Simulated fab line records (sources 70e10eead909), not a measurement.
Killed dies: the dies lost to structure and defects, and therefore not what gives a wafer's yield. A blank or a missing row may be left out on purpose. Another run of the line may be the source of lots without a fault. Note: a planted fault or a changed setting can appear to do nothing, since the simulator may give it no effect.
Which tool did it? -- flow nand harc -- 6 lots, 18 wafers sampled, at 5 steps of a route of 1302

## WHAT THE GAUGES READ, wafer by wafer
NHARC_A_CHANNEL_HOLE_D1_CD_MEAS_30.
lot,measured,on,cd nm (nm)
L217,day 9 16:14,cd sem-02,90.1 90.7 90.3
L224,day 12 21:01,cd sem-03,1.0 0.2 0.6 1.1 0.2 0.4
L228,day 14 20:20,cd sem-03,89.1 90.1 87.4
L232,day 16 03:36,cd sem-03,90.5 89.9 90.0
L235,day 17 07:18,cd sem-01,89.8 90.4 87.9
L238,day 18 05:01,cd sem-02,90.1 88.4 90.6

## WHAT TOOL EACH LOT RAN ON (gives the tool, then ch and the chambers of the sampled wafers, and finally the start)
lot,NHARC_A_ONON_D1_DEP_33,NHARC_A_CHANNEL_HOLE_D1_DEP_00,NHARC_A_CHANNEL_HOLE_D1_ETCH_24,NHARC_A_CHANNEL_HOLE_D1_STRIP_27
L217,"pecvd-04 ch 1,2, day 9 06:10","acl dep-03 ch 0, day 9 07:15","har etch-02 ch 0,1, day 9 13:12","rie diel-05 ch 0,1,2, day 9 16:14 or earlier"
L224,"pecvd-03 ch 0,1,2, day 12 05:28","acl dep-02 ch 0, day 12 09:40","har etch-02 ch 0,1, day 12 17:50","rie diel-08 ch 0,1, day 12 21:01 or earlier"
L228,"pecvd-03 ch 0,2, day 14 07:58","acl dep-03 ch 0, day 14 09:56","har etch-01 ch 0,1, day 14 17:03","rie diel-05 ch 1,2, day 14 20:20 or earlier"
L232,"pecvd-01 ch 0,1, day 15 11:54","acl dep-02 ch 0, day 15 13:34","har etch-02 ch 0,1, day 16 00:16","rie diel-12 ch 0,1,2, day 16 03:36 or earlier"
L235,"pecvd-03 ch 1,2, day 16 21:08","acl dep-01 ch 0, day 16 21:42","har etch-01 ch 0, day 17 04:00","rie diel-05 ch 0,2, day 17 07:18 or earlier"
L238,"pecvd-04 ch 0,1,2, day 17 19:02","acl dep-02 ch 0, day 17 19:38","har etch-02 ch 0,1, day 18 01:39","rie diel-08 ch 0,2,3, day 18 05:01 or earlier"
- NHARC_A_ONON_D1_DEP_33: deposits SiO2, target thk 200 nm.
- NHARC_A_CHANNEL_HOLE_D1_DEP_00: deposits aC, target thk 3100 nm.
- NHARC_A_CHANNEL_HOLE_D1_ETCH_24: etches the open film in C4F8/O2/Ar, time 906.2 s, target depth 1500 nm.
- NHARC_A_CHANNEL_HOLE_D1_STRIP_27: strips in O2.

## THE ANSWER, worked out from the rows above alone
Rule: the lots themselves supply what counts as usual. The widest of any qualifying gaps counts: lots, ordered by their means at a reading, are off when they make up no more than a third of the lots, leave a main group of 4 or more, and stand apart from it by 3 or more times the standard deviation of that group's means. Not used: any main group whose means are identical at the precision the tables above print for the reading. Also off: a lot with no number at a reading for which 4 or more lots have one. The other lots that the step has rows for count as sound.
Off: L224, at NHARC_A_CHANNEL_HOLE_D1_CD_MEAS_30 (cd nm). Main group: mean 89.7 nm, sd 0.54.
A tool fits if, at a process step before that reading, it ran every lot that is off, and no sound lot after the first of them. Those tools and the gauges at NHARC_A_CHANNEL_HOLE_D1_CD_MEAS_30 are tried in the same way. Because NHARC_A_CHANNEL_HOLE_D1_STRIP_27 lacks a start for some lots, the hours and order of its lots are taken from NHARC_A_CHANNEL_HOLE_D1_CD_MEAS_30. Not one of the candidates tried fits.

## WHAT THE SIMULATOR HAD INSERTED
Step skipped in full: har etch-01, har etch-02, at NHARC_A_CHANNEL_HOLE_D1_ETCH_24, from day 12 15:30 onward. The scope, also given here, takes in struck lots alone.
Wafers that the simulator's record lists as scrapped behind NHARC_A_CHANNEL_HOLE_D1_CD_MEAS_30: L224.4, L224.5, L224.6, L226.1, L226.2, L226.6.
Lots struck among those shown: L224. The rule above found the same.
